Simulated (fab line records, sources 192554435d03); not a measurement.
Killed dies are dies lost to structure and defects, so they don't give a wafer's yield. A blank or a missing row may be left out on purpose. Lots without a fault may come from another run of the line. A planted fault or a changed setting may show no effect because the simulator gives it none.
Split-lot experiment | flow n5_finfet | 7 lots, 39 wafers read, on a route of 1938 steps

THE SPLIT
At N5_SD_EPI_N_SD_RECESS_17 (chemistry HBr/Cl2/O2, target depth 41 nm, time 23.7 s, bt time 3 s), the setting time_s was moved away from the recipe's 23.7 s on 15 of the 39 wafers read, by -5.8% to +7.7%. The other wafers ran this setting at the recipe's value.

The reading is taken at the split's own step.

THE READING
SD_EPI_N.feature_depth_nm (the simulator's own value, which no gauge read), in nm, at N5_SD_EPI_N_SD_RECESS_17 (chemistry HBr/Cl2/O2, target depth 41 nm, time 23.7 s, bt time 3 s). The file gives no usual value for it. The 24 wafers here that ran the recipe average 40.6 nm, standard deviation 0.62 nm.

wafer  | tool, chamber at the split | time_s as run, s | against the recipe | SD_EPI_N.feature_depth_nm, nm | against lot-mates on the recipe
L074.1 | rie_si-06, 0               | 23.7             | recipe             | 40.4                          | -
L074.6 | rie_si-06, 0               | 23.7             | recipe             | 40.4                          | -
L074.2 | rie_si-06, 1               | 22.32            | -5.8%              | 37.6                          | -2.7
L074.3 | rie_si-06, 2               | 22.32            | -5.8%              | 38                            | -2.3
L074.4 | rie_si-06, 3               | 22.32            | -5.8%              | 38.6                          | -1.7
L074.5 | rie_si-06, 1               | 23.7             | recipe             | 40                            | -
L076.1 | rie_si-05, 1               | 23.7             | recipe             | 42                            | -
L076.2 | rie_si-05, 2               | 23.7             | recipe             | 41.6                          | -
L076.3 | rie_si-05, 0               | 23.7             | recipe             | 41.2                          | -
L076.6 | rie_si-05, 0               | 23.7             | recipe             | 41.2                          | -
L076.4 | rie_si-05, 3               | 23.7             | recipe             | 41                            | -
L076.5 | rie_si-05, 1               | 23.7             | recipe             | 42                            | -
L077.1 | rie_si-05, 3               | 23.7             | recipe             | 40.2                          | -
L077.2 | rie_si-05, 1               | 23.7             | recipe             | 41                            | -
L077.5 | rie_si-05, 3               | 23.7             | recipe             | 40.2                          | -
L081.1 | rie_si-01, 2               | 23.7             | recipe             | 39.6                          | -
L081.2 | rie_si-01, 0               | 24.69            | +4.2%              | 43.2                          | +2.8
L081.3 | rie_si-01, 3               | 24.69            | +4.2%              | 42.8                          | +2.4
L081.4 | rie_si-01, 1               | 23.7             | recipe             | 40.8                          | -
L081.5 | rie_si-01, 2               | 24.69            | +4.2%              | 41.4                          | +1.0
L081.6 | rie_si-01, 3               | 23.7             | recipe             | 40.8                          | -
L084.1 | rie_si-06, 3               | 23.7             | recipe             | 39.8                          | -
L084.2 | rie_si-06, 2               | 23.7             | recipe             | 40.4                          | -
L084.3 | rie_si-06, 1               | 23.12            | -2.4%              | 39.2                          | -1.1
L084.4 | rie_si-06, 0               | 23.7             | recipe             | 40.6                          | -
L084.5 | rie_si-06, 1               | 23.12            | -2.4%              | 40                            | -0.3
L084.6 | rie_si-06, 2               | 23.12            | -2.4%              | 39.6                          | -0.7
L088.1 | rie_si-06, 2               | 25.25            | +6.5%              | 42.6                          | +2.3
L088.2 | rie_si-06, 3               | 23.7             | recipe             | 40.2                          | -
L088.3 | rie_si-06, 0               | 23.7             | recipe             | 40.4                          | -
L088.4 | rie_si-06, 1               | 25.25            | +6.5%              | 43                            | +2.7
L088.5 | rie_si-06, 3               | 23.7             | recipe             | 40.4                          | -
L088.6 | rie_si-06, 0               | 25.25            | +6.5%              | 43.2                          | +2.9
L097.1 | rie_si-06, 1               | 23.7             | recipe             | 40                            | -
L097.2 | rie_si-06, 2               | 23.7             | recipe             | 40.8                          | -
L097.3 | rie_si-06, 0               | 25.53            | +7.7%              | 43.2                          | +2.8
L097.4 | rie_si-06, 3               | 23.7             | recipe             | 40.4                          | -
L097.5 | rie_si-06, 2               | 25.53            | +7.7%              | 43.6                          | +3.2
L097.6 | rie_si-06, 3               | 25.53            | +7.7%              | 43.6                          | +3.2

THE FIT
A straight line over all 39 wafers: SD_EPI_N.feature_depth_nm changes by +0.391 nm for each +1% of time_s; r = +0.92; the points scatter about the line by 0.58 nm.
The same after taking each lot's own level away (the mean of its wafers on the recipe; 39 wafers): +0.395 nm for each +1%; r = +0.96; scatter 0.43 nm.
On that fit, the largest move of time_s shifts the reading by 3 nm.
The lots' own levels span 40.27 to 41.50 nm, that is 2.0 times the standard deviation above.
So the lot-to-lot level changes the slope little: the two slopes agree.
Check: with one of the wafers moved furthest among these (+7.7%) left out of the fit, the line predicts +3.16 nm for it against its lot-mates. It came out at +2.8 nm against them.

OTHER SPLITS ON THESE WAFERS
These wafers also went through other splits before the reading. Each is held against what the fit with the lots' levels taken away leaves over:
other split on the same wafers | wafers away from the commonest value | r with SD_EPI_N.feature_depth_nm (lot level and that fit taken away)
N5_FIN_SAQP_HM_DEP_03 time_s   | 12                                   | -0.05

THE WHOLE CHAIN: every reading that the file lists as answering this split, in the file's order
step                     | what it does                                                       | reading                                                                    | change (the file's fit)               | r (the file's)
N5_SD_EPI_N_SD_RECESS_17 | chemistry HBr/Cl2/O2, target depth 41 nm, time 23.7 s, bt time 3 s | etch.depth_nm (the simulator's own value, which no gauge read)             | +0.392 nm for each +1% of the setting | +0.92
N5_SD_EPI_N_SD_RECESS_17 | chemistry HBr/Cl2/O2, target depth 41 nm, time 23.7 s, bt time 3 s | SD_EPI_N.feature_depth_nm (the simulator's own value, which no gauge read) | +0.399 nm for each +1% of the setting | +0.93

THE FILE'S OWN FIT
SD_EPI_N.feature_depth_nm changes by +0.399 nm for each +1% of time_s, r = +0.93.
